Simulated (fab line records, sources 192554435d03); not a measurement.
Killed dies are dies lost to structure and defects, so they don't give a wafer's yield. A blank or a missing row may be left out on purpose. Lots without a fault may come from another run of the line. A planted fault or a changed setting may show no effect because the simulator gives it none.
Chamber matching | flow n5_finfet | N5_FIN_SAQP_MANDREL_ETCH_22 on rie_si-03: 4 sister chambers
The step etches a-Si in HBr/Cl2, stops on SiNx, target depth 60 nm, bt time 10 s, time 30 s. 4 wafers are shown with their chamber, then 8 later ones without.

WAFERS WITH THEIR CHAMBER
wafer  | chamber | drypump_motor_current_A (A)
L081.3 | 3       | 6.3
L093.2 | 1       | 4.8
L093.6 | 2       | 5.7
L094.1 | 0       | 4.7

WAFERS WITHOUT THEIR CHAMBER
wafer  | drypump_motor_current_A (A)
L094.4 | 6.3
L094.5 | 4.7
L095.1 | 4.7
L095.2 | 5.7
L095.3 | 6.3
L095.4 | 4.8
L095.5 | 5.8
L095.6 | 6.3

WHICH CHAMBER EACH WENT THROUGH
wafer  | from the rows above | in truth
L094.4 | 3                   | 3
L094.5 | 0                   | 0
L095.1 | 0                   | 0
L095.2 | 2                   | 2
L095.3 | 3                   | 3
L095.4 | 1                   | 1
L095.5 | 2                   | 2
L095.6 | 3                   | 3
Placed correctly: 8 of 8. Can't be placed from these rows: 0. Placed wrongly: 0.
How it was worked out, from the rows above alone: a wafer's distance from a chamber is the root of the sum, over the readings, of the square of ((its reading less the chamber's mean) divided by the reading's scatter). The wafer belongs to the nearest chamber; if the next one is less than 2 further off, it can't be placed. A chamber's mean is the mean of its shown wafers. The scatter: with one shown wafer a chamber, the root of the mean of the squares of how far each hidden wafer lies from its nearest shown one.
